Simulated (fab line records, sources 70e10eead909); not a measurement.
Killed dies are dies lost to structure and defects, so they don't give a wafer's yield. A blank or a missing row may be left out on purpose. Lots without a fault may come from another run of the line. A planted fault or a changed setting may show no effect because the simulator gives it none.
Which tool did it? | flow nand_harc | 7 lots, 21 wafers sampled, at 2 steps of a route of 1302

WHAT THE GAUGES READ, wafer by wafer
NHARC_A_ONON_D2_THK_MEAS_24: measures by ellipsometry.
lot  | measured     | on            | thk_nm (nm)
L631 | day 13 07:36 | film_metro-01 | 1006 1006 1005
L632 | day 14 04:44 | film_metro-01 | 998 997 998
L635 | day 15 06:12 | film_metro-02 | 1003 1001 1001
L639 | day 17 15:43 | film_metro-02 | 1002 1001 1001
L648 | day 21 05:46 | film_metro-01 | 1011 1010 1013
L650 | day 21 21:45 | film_metro-01 | 1001 1000 999
L651 | day 22 10:48 | film_metro-02 | 985 986 987

WHICH TOOL RAN EACH LOT (tool, then ch and the chambers of the sampled wafers, then the start)
lot  | NHARC_A_DECK1_JOINT_CMP_02
L631 | cmp-01 ch 0,2,3, day 12 19:12
L632 | cmp-03 ch 1,3, day 13 16:21
L635 | cmp-03 ch 2,3, day 14 17:46
L639 | cmp-02 ch 0,1,2, day 16 16:28
L648 | cmp-03 ch 0,2,3, day 20 17:27
L650 | cmp-03 ch 0,1,2, day 21 08:25
L651 | cmp-03 ch 0,1,3, day 21 22:04
- NHARC_A_DECK1_JOINT_CMP_02: polishes SiOx.

THE ANSWER, worked out from the rows above alone
Rule: what is usual is taken from the lots themselves. Put in order of their means at a reading, lots are off if they are a third of the lots or fewer, leave a main group of 4 or more, and stand apart from it by a gap of 3 or more times the standard deviation of the main group's means; of several such gaps the widest counts. A main group whose means are all the same, to the digits that the tables above print for the reading, isn't used. A lot without any number at a reading at which 4 lots or more have one is off too. The other lots that the step has rows for count as sound.
No lot is off at any reading shown: from this, nothing can be told.

WHAT THE SIMULATOR HAD PUT IN
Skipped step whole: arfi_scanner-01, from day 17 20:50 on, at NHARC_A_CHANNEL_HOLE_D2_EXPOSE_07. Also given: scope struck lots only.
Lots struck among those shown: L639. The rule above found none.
